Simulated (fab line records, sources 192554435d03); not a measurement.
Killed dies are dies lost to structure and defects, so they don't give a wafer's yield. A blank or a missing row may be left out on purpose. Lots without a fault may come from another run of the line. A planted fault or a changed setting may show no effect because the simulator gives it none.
fab line records | flow n5_finfet
record lots=9 wafers=27 last_day=18
route steps=1938 shown BEOL_M3@1001 BEOL_M4@1111 PASSIVATION@1936
lots that met no fault: from a run of the same line without faults
start_h: hours from the record's first day to the start of the lot's first wafer shown | wait_h: hours since the lot's step before | " the same as in the row above | L1.1+2: a row that stands for several wafers | - no value, or no start given | * or withheld: withheld | < > ~ a bound
route shown NAME@n: a module of which the file shows steps, and the number in the route of the first | usual: mean/standard deviation of fault-free wafers | same: alike in all rows | chamber/n: place in a boat | sites: the reading at each site | _std_site: their standard deviation | _edge_site: outer sites' mean less inner sites' | radius_mm: how far each site lies from the wafer's centre | mask NAME#n: copy n | behind: the tool/chamber that last shaped the wafer | hold: why the lot was held/for how many hours/how that ended | device: the transistor (n, p or np) that didn't switch | end of line: the same wafers' tests at the end of the route | a step without rows: its recipe alone | killed: dies lost to structure and defects at the first sort, not the wafer's yield | map: a wafer's dies, x killed, . not, _ none there
set.NAME: the setting as run; set.NAME@STEP: as run at that earlier step | model.NAME: the simulator's own value behind a step, which no gauge read
steps of the route over a sample of lots; a table a step, a row a wafer
services: from which hour (start_h, from the record's first day; less than 0 if before it) a tool's chamber was out of use, for how many hours, and why
## steps
# step N5_BEOL_M3_ANNEAL_87
# recipe temp_c=400 time_s=240 ambient=vacuum
# usual heater_power_w=846/65
# columns lot.wafer tool chamber start_h wait_h heater_power_w
L679.2 pvd_sputter-03 - 183.38 0.0 922
L679.4 " - " " 860
L679.5 " - " " 900
L681.1 pvd_sputter-01 - 197.52 0.0 737
L681.3 " - " " 913
L681.4 " - " " 771
L683.3 pvd_sputter-01 - 210.30 0.0 799
L683.5 " - " " 883
L683.6 " - " " 727
L687.2 pvd_sputter-01 - 215.88 0.0 735
L687.3 " - " " 895
L687.5 " - " " 910
L685.4 pvd_sputter-03 - 221.69 0.0 933
L685.5 " - " " 805
L685.6 " - " " 822
L693.3 pvd_sputter-01 - 264.86 0.0 913
L693.5 " - " " 929
L693.6 " - " " 903
L696.1 pvd_sputter-01 - 273.56 0.0 738
L696.5 " - " " 893
L696.6 " - " " 885
L697.1 pvd_sputter-03 - 302.44 0.0 900
L697.4 " - " " 805
L697.5 " - " " 799
L699.2 pvd_sputter-02 - 305.77 0.0 966
L699.3 " - " " 899
L699.5 " - " " 984
# step N5_BEOL_M3_ANNEAL_91
# recipe temp_c=400 time_s=240 ambient=vacuum
# usual heater_power_w=846/66
# columns lot.wafer tool chamber start_h wait_h heater_power_w
L679.2 pvd_sputter-03 - 183.82 0.0 907
L679.4 " - " " 869
L679.5 " - " " 906
L681.1 pvd_sputter-01 - 197.96 0.0 744
L681.3 " - " " 893
L681.4 " - " " 778
L683.3 pvd_sputter-01 - 210.74 0.0 766
L683.5 " - " " 899
L683.6 " - " " 754
L687.2 pvd_sputter-01 - 216.32 0.0 756
L687.3 " - " " 895
L687.5 " - " " 887
L685.4 pvd_sputter-03 - 222.13 0.0 920
L685.5 " - " " 814
L685.6 " - " " 841
L693.3 pvd_sputter-01 - 265.30 0.0 897
L693.5 " - " " 894
L693.6 " - " " 917
L696.1 pvd_sputter-01 - 274.00 0.0 719
L696.5 " - " " 899
L696.6 " - " " 899
L697.1 pvd_sputter-03 - 302.88 0.0 914
L697.4 " - " " 823
L697.5 " - " " 819
L699.2 pvd_sputter-02 - 306.21 0.0 972
L699.3 " - " " 898
L699.5 " - " " 982
# step N5_BEOL_M3_CMP_52
# recipe stop_on=SiOC t_overpolish_s=6.8 down_force_psi=1 platen_rpm=50 clearing_platen_down_force_psi=1.5 clearing_platen_rpm=50 post_cmp_clean=cu_alkaline target_thk_nm=40 clearing_platen_pad_velocity_m_s=0.99484 pad_velocity_m_s=0.99484
# usual barrier_field_endpoint_s=24.5/0.67 clearing_platen_down_force_psi=1.5002/0.0028 motor_current_A=6.1/0.73 overpolish_run_s=6.799/0.0092 retaining_ring_pressure_frac=1.000/0.0051 slurry_flow_ml_min=149.9/0.41 time_to_endpoint_s=62/3.3
# columns lot.wafer tool chamber start_h wait_h barrier_field_endpoint_s clearing_platen_down_force_psi motor_current_A overpolish_run_s retaining_ring_pressure_frac slurry_flow_ml_min time_to_endpoint_s
L679.2 cmp-02 1 184.89 0.2 23.7 1.5013 5.0 6.818 1.004 150.1 62
L679.4 " 0 " " 23.5 1.5016 6.2 6.792 0.991 149.4 59
L679.5 " 2 " " 23.6 1.4960 5.3 6.802 1.001 149.7 55
L681.1 cmp-04 0 199.03 0.3 25.0 1.5080 7.3 6.802 0.997 149.6 66
L681.4 " 2 " " 24.4 1.4994 5.8 6.813 1.002 150.3 62
L681.3 " 3 " " 23.8 1.5006 6.5 6.786 0.999 149.7 61
L683.3 cmp-02 3 211.89 0.2 - - - - - - -
L683.5 " 1 " " - - - - - - -
L683.6 " 2 " " - - - - - - -
L687.3 cmp-04 3 217.39 0.2 - - - - - - -
L687.2 " 2 " " - - - - - - -
L687.5 " 3 " " - - - - - - -
L685.4 cmp-01 1 223.54 0.3 - - - - - - -
L685.5 " 2 " " - - - - - - -
L685.6 " 3 " " - - - - - - -
L693.3 cmp-02 2 266.48 0.3 24.0 1.4968 5.5 6.812 1.007 150.5 60
L693.6 " 3 " " 24.6 1.5002 5.3 6.820 0.997 148.9 64
L693.5 " 0 " " 25.2 1.4969 5.7 6.810 0.995 150.3 66
L696.1 cmp-02 2 275.19 0.4 24.8 1.4991 5.2 6.803 0.992 149.7 64
L696.6 " 3 " " 25.9 1.4978 5.2 6.802 1.001 149.5 68
L696.5 " 0 " " 25.3 1.5024 5.8 6.796 0.997 149.5 63
L697.1 cmp-01 2 304.44 0.3 23.6 1.4969 7.0 6.792 1.006 150.6 60
L697.4 " 3 " " 23.5 1.5043 6.6 6.808 0.994 150.8 57
L697.5 " 3 " " 23.3 1.5021 6.6 6.798 0.987 149.7 56
L699.3 cmp-04 3 307.36 0.2 24.7 1.5054 6.9 6.796 0.997 149.4 65
L699.2 " 0 " " 24.8 1.5025 6.9 6.802 1.001 149.4 66
L699.5 " 2 " " 25.4 1.5048 5.7 6.792 0.998 150.5 65
# step N5_BEOL_M3_THK_MEAS_53
# recipe thk_meas_gauge=xrf reads=Cu_of_BEOL_M3_ECD_50
# usual M3_THK=39.8/1.6
# columns lot.wafer tool chamber start_h wait_h M3_THK[nm]
L679.2 film_metro-01 - 185.19 - 39.5
L679.4 " - " " 41.4
L679.5 " - " " 38.8
L681.1 film_metro-02 - 199.32 - 39.5
L681.3 " - " " 37.7
L681.4 " - " " 40.1
L683.3 film_metro-02 - 212.11 0.2 295.5
L683.5 " - " " 295.2
L683.6 " - " " 297.1
L687.2 film_metro-01 - 217.69 0.1 308.1
L687.3 " - " " 306.0
L687.5 " - " " 297.3
L685.4 film_metro-02 - 223.73 0.1 304.1
L685.5 " - " " 300.4
L685.6 " - " " 300.7
L693.3 film_metro-01 - 266.66 - 37.3
L693.5 " - " " 41.4
L693.6 " - " " 40.5
L696.1 film_metro-02 - 275.37 - 39.2
L696.5 " - " " 40.8
L696.6 " - " " 41.4
L697.1 film_metro-01 - 304.73 - 39.0
L697.4 " - " " 40.3
L697.5 " - " " 39.4
L699.2 film_metro-01 - 307.58 - 40.5
L699.3 " - " " 39.7
L699.5 " - " " 40.2
# step N5_BEOL_M3_DEP_57
# recipe material=SiCN target_thk_a=80 temp_c=withheld precursor=3MS/NH3 pressure_torr=3 rf_w=202 time_s=14
# usual showerhead_plenum_p_Torr=3.662/0.0099 throttle_valve_pct=9.3/0.56
# columns lot.wafer tool chamber start_h wait_h showerhead_plenum_p_Torr throttle_valve_pct
L679.2 pecvd-03 1 185.38 0.0 3.659 10.0
L679.4 " 0 " " 3.660 9.3
L679.5 " 1 " " 3.667 9.9
L681.1 pecvd-01 1 199.52 0.0 3.667 8.2
L681.3 " 0 " " 3.656 9.6
L681.4 " 2 " " 3.635 8.7
L683.3 pecvd-03 0 212.32 0.0 3.669 9.4
L683.5 " 1 " " 3.670 9.8
L683.6 " 0 " " 3.660 9.4
L687.2 pecvd-04 1 218.01 0.0 3.673 10.1
L687.3 " 1 " " 3.669 10.1
L687.5 " 1 " " 3.675 9.9
L685.4 pecvd-04 1 223.95 0.0 3.682 10.0
L685.5 " 1 " " 3.673 9.9
L685.6 " 0 " " 3.668 8.9
L693.3 pecvd-03 0 266.89 0.0 3.664 9.2
L693.5 " 0 " " 3.666 9.6
L693.6 " 2 " " 3.661 9.1
L696.1 pecvd-01 1 275.56 0.0 3.665 8.1
L696.5 " 1 " " 3.668 8.3
L696.6 " 0 " " 3.673 9.7
L697.1 pecvd-04 2 304.93 0.0 3.654 8.5
L697.4 " 2 " " 3.659 8.7
L697.5 " 0 " " 3.671 9.2
L699.2 pecvd-03 0 307.78 0.0 3.660 9.4
L699.3 " 2 " " 3.656 9.1
L699.5 " 1 " " 3.673 10.0
# step N5_BEOL_M3_RS_MEAS_58
# recipe thk_meas_gauge=four-point-probe reads=Co_of_BEOL_M3_CO_CAP_55+Cu_of_BEOL_M3_ECD_50+Co_of_BEOL_M3_CVD_47+TaN_of_BEOL_M3_ALD_84
# usual M3_RS=0.67/0.036
# columns lot.wafer tool chamber start_h wait_h M3_RS[ohm/sq]
L679.2 film_metro-02 - 185.45 0.1 0.68
L679.4 " - " " 0.63
L679.5 " - " " 0.68
L681.1 film_metro-01 - 199.59 0.0 0.68
L681.3 " - " " 0.72
L681.4 " - " " 0.66
L683.3 film_metro-02 - 212.39 0.1 0.06
L683.5 " - " " 0.06
L683.6 " - " " 0.06
L687.2 film_metro-01 - 218.09 0.1 0.06
L687.3 " - " " 0.06
L687.5 " - " " 0.06
L685.4 film_metro-01 - 224.02 0.1 0.06
L685.5 " - " " 0.06
L685.6 " - " " 0.06
L693.3 film_metro-02 - 266.95 0.1 0.73
L693.5 " - " " 0.64
L693.6 " - " " 0.66
L696.1 film_metro-01 - 275.63 0.0 0.70
L696.5 " - " " 0.65
L696.6 " - " " 0.65
L697.1 film_metro-02 - 304.99 0.0 0.68
L697.4 " - " " 0.66
L697.5 " - " " 0.67
L699.2 film_metro-02 - 307.84 0.1 0.65
L699.3 " - " " 0.66
L699.5 " - " " 0.65
# step N5_BEOL_M3_INSPECT_59
# recipe inspect_instrument=darkfield mode=post_dep
# usual raw_defect_count=76/26
# columns lot.wafer tool chamber start_h wait_h raw_defect_count
L679.2 defect_inspect-01 - 185.47 0.0 103
L679.4 " - " " 66
L679.5 " - " " 79
L681.1 defect_inspect-01 - 199.61 0.0 40
L681.3 " - " " 78
L681.4 " - " " 101
L683.3 defect_inspect-02 - 212.41 0.0 5152
L683.5 " - " " 5061
L683.6 " - " " 5227
L687.2 defect_inspect-01 - 218.13 0.0 5171
L687.3 " - " " 5110
L687.5 " - " " 5015
L685.4 defect_inspect-02 - 224.04 0.0 5143
L685.5 " - " " 5044
L685.6 " - " " 5116
L693.3 defect_inspect-02 - 266.98 0.0 100
L693.5 " - " " 110
L693.6 " - " " 79
L696.1 defect_inspect-02 - 275.66 0.0 73
L696.5 " - " " 84
L696.6 " - " " 58
L697.1 defect_inspect-02 - 305.02 0.0 83
L697.4 " - " " 57
L697.5 " - " " 61
L699.2 defect_inspect-01 - 307.87 0.0 58
L699.3 " - " " 56
L699.5 " - " " 57
# step N5_BEOL_M4_RC_MEAS_101
# usual DIBL_N=36.0/1.8 DIBL_P=36.3/2.4 IOFF_N=0.16/0.035 IOFF_P=0.21/0.036 ION_N=673/13 ION_P=461/7.2 SS_N=71.4/0.6 SS_P=73.2/0.7 VT_N=250/4 VT_P=-250.9/2.9
# columns lot.wafer tool chamber start_h wait_h DIBL_N[mV/V] DIBL_P[mV/V] IOFF_N[nA/um] IOFF_P[nA/um] ION_N[uA/um] ION_P[uA/um] SS_N[mV/dec] SS_P[mV/dec] VT_N[mV] VT_P[mV]
L679.2 prober-02 0 195.12 0.2 34.3 33.5 0.16 0.21 678 463 70.8 73.2 246 -247.1
L679.4 " 0 " " 34.0 32.9 0.14 0.19 670 459 71.3 72.7 250 -249.6
L679.5 " 0 " " 32.7 30.7 0.12 0.16 653 461 71.3 72.2 252 -251.3
L681.1 prober-02 0 218.00 0.0 32.7 32.6 0.10 0.14 643 446 70.0 71.9 259 -257.7
L681.3 " 0 " " 34.2 34.1 0.12 0.16 663 453 71.5 72.7 255 -254.1
L681.4 " 0 " " 35.7 37.3 0.15 0.20 692 471 71.5 73.3 248 -249.6
L693.3 prober-02 0 280.20 0.3 35.5 37.7 0.18 0.22 683 467 70.6 73.8 247 -248.6
L693.5 " 0 " " 34.0 35.7 0.14 0.19 682 469 71.1 72.9 251 -251.5
L693.6 " 0 " " 36.1 37.6 0.17 0.23 680 457 71.8 73.7 247 -248.3
L696.1 prober-02 0 286.98 0.0 36.0 35.9 0.15 0.20 675 461 71.1 74.0 252 -250.9
L696.5 " 0 " " 33.0 32.7 0.11 0.16 668 459 70.9 73.1 253 -252.0
L696.6 " 0 " " 37.4 36.6 0.16 0.21 667 457 71.4 73.7 253 -251.4
L697.1 prober-01 0 316.37 0.0 36.3 34.9 0.15 0.20 679 465 71.5 73.1 246 -251.2
L697.4 " 0 " " 36.6 36.3 0.15 0.22 671 459 70.9 73.6 249 -251.9
L697.5 " 0 " " 35.2 33.6 0.13 0.17 661 450 71.0 71.9 250 -253.3
L699.2 prober-01 0 318.44 0.2 37.2 37.1 0.16 0.21 673 457 71.4 73.4 250 -252.4
L699.3 " 0 " " 37.9 36.6 0.16 0.21 681 461 72.1 74.0 250 -252.9
L699.5 " 0 " " 39.3 38.0 0.20 0.25 687 464 72.2 73.7 247 -246.7
# step N5_PASSIVATION_PROBE_49
# usual defect_limited_yield=91.2/1.4 killed_at_M0_to_M3=35/11 killed_at_M4_up=14/5.6 killed_at_contacts=12/5.6 killed_at_front_end=38/11 killed_at_other=4/3.4 killed_dies=103/17 killed_on_rim=13/3.5 killed_open=68/12 killed_short=33/8.8 sort_bin_5_function=5.1/0.89 sort_bin_6_memory=3.3/0.71 sort_n_pass=1077/17 sort_yield_pct=91.2/1.4
# same gross_dies=1180 killed_at_back_side=0 sort_bin_4_leakage[%]=0 sort_bin_8_speed[%]=0
# columns lot.wafer tool chamber start_h wait_h defect_limited_yield[%] killed_at_M0_to_M3 killed_at_M4_up killed_at_contacts killed_at_front_end killed_at_other killed_dies killed_on_rim killed_open killed_short sort_bin_5_function[%] sort_bin_6_memory[%] sort_n_pass sort_yield_pct[%]
L679.2 prober-01 - 303.54 0.1 89.3 53 25 9 33 6 126 16 77 46 6.4 3.7 1054 89.3
L679.4 prober-01 - 303.64 0.2 89.9 43 30 12 33 1 119 11 77 42 5.7 4.0 1061 89.9
L679.5 prober-01 - 303.69 0.2 91.1 50 5 11 33 6 105 13 78 24 5.0 3.2 1075 91.1
L681.1 prober-01 - 325.75 0.0 91.1 33 18 16 35 3 105 10 71 34 5.0 3.5 1075 91.1
L681.3 prober-01 - 325.85 0.1 91.3 36 12 14 39 2 103 10 66 36 5.5 3.1 1077 91.3
L681.4 prober-01 - 325.90 0.2 91.9 32 15 17 29 3 96 12 68 28 4.4 3.3 1084 91.9
L683.3 prober-02 - 334.77 0.1 0 1120 17 9 29 5 1180 152 57 28 3.7 3.6 0 0
L683.5 prober-02 - 334.87 0.2 0 1115 11 14 31 9 1180 152 68 24 4.9 2.8 0 0
L683.6 prober-02 - 334.92 0.3 0 1121 21 10 26 2 1180 152 52 31 4.5 2.4 0 0
L687.2 prober-01 - 335.22 0.1 0 1127 10 7 30 6 1180 152 65 35 4.2 4.1 0 0
L687.3 prober-01 - 335.27 0.1 0 1108 11 22 34 5 1180 152 67 44 5.2 3.7 0 0
L687.5 prober-01 - 335.37 0.2 0 1114 14 9 40 3 1180 152 68 29 4.8 3.0 0 0
L685.4 prober-02 - 347.16 0.2 0 1109 15 6 40 10 1180 152 59 50 4.6 4.1 0 0
L685.5 prober-02 - 347.21 0.2 0 1112 14 17 33 4 1180 152 63 38 5.3 3.1 0 0
L685.6 prober-02 - 347.26 0.3 0 1119 14 9 35 3 1180 152 58 34 4.7 2.7 0 0
L693.3 prober-01 - 395.27 0.8 90.7 37 12 6 52 3 110 9 58 50 5.3 3.6 1070 90.7
L693.5 prober-01 - 395.37 0.9 90.7 51 10 15 33 1 110 13 69 39 5.6 3.5 1070 90.7
L693.6 prober-01 - 395.42 1.0 89.4 45 18 13 48 1 125 21 68 55 5.3 4.7 1055 89.4
L696.1 prober-02 - 396.55 0.0 90.9 31 17 13 29 17 107 13 79 26 5.8 3.1 1073 90.9
L696.5 prober-02 - 396.75 0.2 90.8 36 20 12 27 13 108 14 76 31 5.8 3.1 1072 90.8
L696.6 prober-02 - 396.80 0.3 92.5 30 12 12 31 4 89 10 69 18 4.5 2.9 1091 92.5
L697.1 prober-02 - 425.30 0.0 93.1 41 17 4 19 1 82 7 60 18 4.2 2.6 1098 93.1
L697.4 prober-02 - 425.45 0.2 91.9 41 12 11 27 4 95 12 59 31 4.7 3.2 1085 91.9
L697.5 prober-02 - 425.50 0.2 93.0 22 10 4 42 5 83 16 50 31 4.0 2.6 1097 93.0
L699.2 prober-01 - 437.40 0.1 92.0 25 14 4 45 6 94 17 61 32 4.9 2.8 1086 92.0
L699.3 prober-01 - 437.45 0.1 91.9 39 21 4 28 4 96 17 71 22 4.7 3.2 1084 91.9
L699.5 prober-01 - 437.55 0.2 89.7 44 16 13 45 4 122 14 81 39 5.8 4.0 1058 89.7
# killed by level:class
L679.2 BEOL_M4:geometric_particle:open=12 BEOL_M0_SAQP:geometric_particle:short=11 BEOL_M1:geometric_particle:open=11 BEOL_M3:geometric_particle:open=11 BEOL_M0_SAQP:geometric_particle:open=10 MOL_CONTACT_COAG:geometric_particle:open=7 FIN_SAQP:geometric_particle:open=6 DUMMY_GATE:geometric_particle:open=5
L679.4 BEOL_M0_SAQP:geometric_particle:open=20 BEOL_M4:geometric_particle:open=14 MOL_CONTACT_COAG:geometric_particle:open=11 BEOL_M0_SAQP:geometric_particle:short=9 BEOL_M1:geometric_particle:open=7 SPACER0:geometric_particle:short=6 BEOL_M4:geometric_particle:short=6 STI_FIN_REVEAL:geometric_particle:open=4
L679.5 BEOL_M3:geometric_particle:open=14 MOL_CONTACT_COAG:geometric_particle:open=10 BEOL_M0_SAQP:geometric_particle:open=10 BEOL_M1:geometric_particle:open=10 BEOL_M2:geometric_particle:open=6 FIN_SAQP:geometric_particle:open=5 BEOL_M4:geometric_particle:open=5 STARTING-WAFER:geometric_particle:short=4
L681.1 MOL_CONTACT_COAG:geometric_particle:open=13 BEOL_M0_SAQP:geometric_particle:short=11 BEOL_M0_SAQP:geometric_particle:open=10 BEOL_M4:geometric_particle:open=7 FIN_SAQP:geometric_particle:open=5 STI_FIN_REVEAL:geometric_particle:open=5 BEOL_M3:geometric_particle:open=5 STARTING-WAFER:geometric_particle:short=5
L681.3 MOL_CONTACT_COAG:geometric_particle:open=14 FIN_SAQP:geometric_particle:open=8 FIN_SAQP:geometric_particle:short=8 BEOL_M0_SAQP:geometric_particle:short=8 BEOL_M0_SAQP:geometric_particle:open=7 BEOL_M2:geometric_particle:open=7 DUMMY_GATE:geometric_particle:open=6 STI_FIN_REVEAL:geometric_particle:open=4
L681.4 MOL_CONTACT_COAG:geometric_particle:open=17 FIN_SAQP:geometric_particle:open=10 BEOL_M4:geometric_particle:open=10 BEOL_M0_SAQP:geometric_particle:short=7 BEOL_M2:geometric_particle:open=6 DUMMY_GATE:geometric_particle:open=5 BEOL_M3:geometric_particle:short=5 BEOL_M0_SAQP:geometric_particle:open=4
L683.3 BEOL_M3:area_cmp=1092 BEOL_M1:geometric_particle:open=11 MOL_CONTACT_COAG:geometric_particle:open=8 BEOL_M2:geometric_particle:open=8 BEOL_M4:geometric_particle:open=6 FIN_SAQP:geometric_particle:short=4 FIN_SAQP:geometric_particle:open=4 STARTING-WAFER:geometric_particle:short=4
L683.5 BEOL_M3:area_cmp=1087 MOL_CONTACT_COAG:geometric_particle:open=11 BEOL_M2:geometric_particle:open=7 FIN_SAQP:geometric_particle:open=6 BEOL_M1:geometric_particle:open=5 BEOL_M3:geometric_particle:open=5 BEOL_M4:geometric_particle:open=5 BEOL_M0_SAQP:geometric_particle:open=4
L683.6 BEOL_M3:area_cmp=1095 BEOL_M4:geometric_particle:open=9 MOL_CONTACT_COAG:geometric_particle:open=7 BEOL_M1:geometric_particle:open=7 BEOL_M0:geometric_particle:open=6 BEOL_M2:geometric_particle:open=5 STARTING-WAFER:geometric_particle:open=5 BEOL_M4:geometric_particle:short=4
L687.2 BEOL_M3:area_cmp=1079 BEOL_M0_SAQP:geometric_particle:short=10 BEOL_M3:geometric_particle:open=10 BEOL_M0_SAQP:geometric_particle:open=9 BEOL_M2:geometric_particle:open=8 MOL_CONTACT_COAG:geometric_particle:open=7 FIN_SAQP:geometric_particle:open=6 STI_FIN_REVEAL:geometric_particle:open=6
L687.3 BEOL_M3:area_cmp=1069 MOL_CONTACT_COAG:geometric_particle:open=19 BEOL_M3:geometric_particle:open=12 BEOL_M0_SAQP:geometric_particle:short=10 BEOL_M2:geometric_particle:open=9 BEOL_M4:geometric_particle:short=8 FIN_SAQP:geometric_particle:open=7 FIN_SAQP:geometric_particle:short=6
L687.5 BEOL_M3:area_cmp=1083 STI_FIN_REVEAL:geometric_particle:open=13 BEOL_M0_SAQP:geometric_particle:open=8 MOL_CONTACT_COAG:geometric_particle:open=7 BEOL_M5:geometric_particle:open=7 FIN_SAQP:geometric_particle:short=5 BEOL_M2:geometric_particle:open=5 BEOL_M3:geometric_particle:open=5
L685.4 BEOL_M3:area_cmp=1071 BEOL_M1:geometric_particle:open=13 FIN_SAQP:geometric_particle:short=10 BEOL_M4:geometric_particle:open=7 FIN_SAQP:geometric_particle:open=6 BEOL_M3:geometric_particle:open=6 MOL_CONTACT_COAG:geometric_particle:open=5 BEOL_M1:geometric_particle:short=5
L685.5 BEOL_M3:area_cmp=1079 MOL_CONTACT_COAG:geometric_particle:open=15 FIN_SAQP:geometric_particle:short=11 BEOL_M0_SAQP:geometric_particle:short=5 BEOL_M0_SAQP:geometric_particle:open=5 BEOL_M1:geometric_particle:open=5 BEOL_M3:geometric_particle:open=5 FIN_SAQP:geometric_particle:open=4
L685.6 BEOL_M3:area_cmp=1087 FIN_SAQP:geometric_particle:open=8 BEOL_M2:geometric_particle:open=8 STARTING-WAFER:geometric_particle:short=8 MOL_CONTACT_COAG:geometric_particle:open=7 BEOL_M0_SAQP:geometric_particle:short=7 BEOL_M4:geometric_particle:open=6 BEOL_M0_SAQP:geometric_particle:open=5
L693.3 STI_FIN_REVEAL:geometric_particle:open=12 FIN_SAQP:geometric_particle:short=10 BEOL_M3:geometric_particle:open=9 BEOL_M0_SAQP:geometric_particle:short=9 FIN_SAQP:geometric_particle:open=8 GATE_CUT:geometric_particle:short=8 STI_FIN_REVEAL:geometric_particle:short=7 BEOL_M0_SAQP:geometric_particle:open=7
L693.5 MOL_CONTACT_COAG:geometric_particle:open=15 BEOL_M1:geometric_particle:open=11 BEOL_M0_SAQP:geometric_particle:open=9 GATE_CUT:geometric_particle:short=8 BEOL_M0_SAQP:geometric_particle:short=8 BEOL_M0:geometric_particle:open=7 BEOL_M1:geometric_particle:short=6 BEOL_M3:geometric_particle:open=6
L693.6 FIN_SAQP:geometric_particle:short=14 MOL_CONTACT_COAG:geometric_particle:open=12 BEOL_M1:geometric_particle:open=9 BEOL_M4:geometric_particle:open=9 BEOL_M0:geometric_particle:open=7 BEOL_M1:geometric_particle:short=7 BEOL_M0_SAQP:geometric_particle:short=6 STARTING-WAFER:geometric_particle:short=6
L696.1 BEOL_M2:geometric_particle:open=12 BEOL_M4:geometric_particle:open=12 MOL_CONTACT_COAG:geometric_particle:open=10 STI_FIN_REVEAL:geometric_particle:open=9 BEOL_M3:geometric_particle:open=7 GATE_CUT:geometric_particle:short=6 DUMMY_GATE:geometric_particle:open=5 BEOL_M1:geometric_particle:open=5
L696.5 BEOL_M4:geometric_particle:open=13 STI_FIN_REVEAL:geometric_particle:open=11 BEOL_M2:geometric_particle:open=8 MOL_CONTACT_COAG:geometric_particle:open=7 FIN_SAQP:geometric_particle:open=5 MOL_CONTACT_COAG:geometric_particle:short=5 BEOL_M0_SAQP:geometric_particle:short=5 BEOL_M0_SAQP:geometric_particle:open=5
L696.6 BEOL_M2:geometric_particle:open=13 MOL_CONTACT_COAG:geometric_particle:open=11 STI_FIN_REVEAL:geometric_particle:open=7 STARTING-WAFER:geometric_particle:open=6 BEOL_M4:geometric_particle:open=5 GATE_CUT:geometric_particle:short=4 BEOL_M0_SAQP:geometric_particle:short=4 BEOL_M3:geometric_particle:open=4
L697.1 BEOL_M2:geometric_particle:open=14 BEOL_M1:geometric_particle:open=8 BEOL_M4:geometric_particle:open=8 BEOL_M0_SAQP:geometric_particle:open=6 MOL_CONTACT_COAG:geometric_particle:open=4 BEOL_M0_SAQP:geometric_particle:short=4 BEOL_M2:geometric_particle:short=4 STARTING-WAFER:geometric_particle:open=4
L697.4 BEOL_M2:geometric_particle:open=16 MOL_CONTACT_COAG:geometric_particle:open=9 BEOL_M4:geometric_particle:open=8 ILD0:geometric_particle:short=6 BEOL_M2:geometric_particle:short=6 BEOL_M3:geometric_particle:open=6 FIN_SAQP:geometric_particle:open=5 BEOL_M0_SAQP:geometric_particle:open=5
L697.5 FIN_SAQP:geometric_particle:short=10 STI_FIN_REVEAL:geometric_particle:open=8 BEOL_M2:geometric_particle:open=7 FIN_SAQP:geometric_particle:open=5 BEOL_M3:geometric_particle:open=5 BEOL_M5:geometric_particle:open=4 STARTING-WAFER:geometric_particle:short=4 ILD0:geometric_particle:open=3
L699.2 FIN_SAQP:geometric_particle:open=13 FIN_SAQP:geometric_particle:short=11 BEOL_M3:geometric_particle:open=9 BEOL_M0_SAQP:geometric_particle:short=6 GATE_CUT:geometric_particle:short=5 BEOL_M4:geometric_particle:open=5 BEOL_M0_SAQP:geometric_particle:open=4 DUMMY_GATE:geometric_particle:open=3
L699.3 BEOL_M3:geometric_particle:open=10 BEOL_M0_SAQP:geometric_particle:open=9 BEOL_M5:geometric_particle:open=8 BEOL_M0_SAQP:geometric_particle:short=7 FIN_SAQP:geometric_particle:short=6 BEOL_M2:geometric_particle:open=6 STI_FIN_REVEAL:geometric_particle:open=5 DUMMY_GATE:geometric_particle:open=5
L699.5 MOL_CONTACT_COAG:geometric_particle:open=12 FIN_SAQP:geometric_particle:short=11 BEOL_M0_SAQP:geometric_particle:open=11 FIN_SAQP:geometric_particle:open=10 BEOL_M2:geometric_particle:open=10 BEOL_M3:geometric_particle:open=8 STI_FIN_REVEAL:geometric_particle:open=6 BEOL_M0_SAQP:geometric_particle:short=5
## services
# columns tool chamber start_h hours kind
pecvd-01 0 160.15 4.4 repair
pvd_sputter-02 - 162.27 23.5 repair
pecvd-03 2 170.54 5.2 repair
cmp-01 - 178.17 4.0 pm
cmp-01 - 182.17 - consumable_replace:conditioner
cmp-01 - 182.17 - consumable_replace:pad
cmp-01 - 183.39 0.2 repair
pecvd-01 - 190.93 2.6 repair
pecvd-04 2 202.38 - clean
pecvd-04 2 202.38 - consumable_replace:showerhead
pecvd-04 2 202.38 29.0 scheduled_down
pecvd-04 2 202.38 29.0 vent_cycle
cmp-04 - 227.87 4.1 pm
cmp-01 - 240.40 0.8 repair
pecvd-03 1 241.93 22.3 repair
cmp-04 - 249.13 2.6 repair
pecvd-01 2 250.89 - calibration
cmp-01 - 262.66 2.6 repair
cmp-01 - 269.90 1.7 repair
pecvd-04 1 280.59 5.5 scheduled_down
pecvd-03 2 280.60 5.5 scheduled_down
pecvd-01 - 293.53 14.6 pm
cmp-04 - 300.89 0.4 repair
## key
first_sign step=N5_BEOL_M3_CMP_52 reading=tool_record direction=missing
effect step=N5_BEOL_M3_THK_MEAS_53 reading=M3_THK direction=up sigmas=99+ usual=39.8 struck=300.5
effect step=N5_BEOL_M3_RS_MEAS_58 reading=M3_RS direction=down sigmas=17 usual=0.67 struck=0.06
effect step=N5_BEOL_M3_INSPECT_59 reading=raw_defect_count direction=up sigmas=99+ usual=76 struck=5115
effect step=N5_PASSIVATION_PROBE_49 reading=killed_at_M0_to_M3 direction=up sigmas=99+ usual=35 struck=1116
more_kills_born_at N5_BEOL_M3_CMP_52@cmp-02=3274 N5_BEOL_M3_CMP_52@cmp-01=3237 N5_BEOL_M3_CMP_52@cmp-04=3231
met_at N5_BEOL_M3_CMP_52
struck_lots L683,L685,L687
later_rows_left_out L683.3,L683.5,L683.6,L685.4,L685.5,L685.6,L687.2,L687.3,L687.5
not_acting_at N5_BEOL_M3_ANNEAL_87,N5_BEOL_M3_ANNEAL_91,N5_BEOL_M3_DEP_57
onset_between 199.03 211.89
fault kind=skipped_step_whole tool=cmp-01,cmp-02,cmp-04 chamber=- onset_h=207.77 steps=N5_BEOL_M3_CMP_52 scope=struck_lots_only
# later_rows_left_out: the simulator's readings of these wafers behind a module that went badly wrong aren't trusted and aren't shown, but for the sort
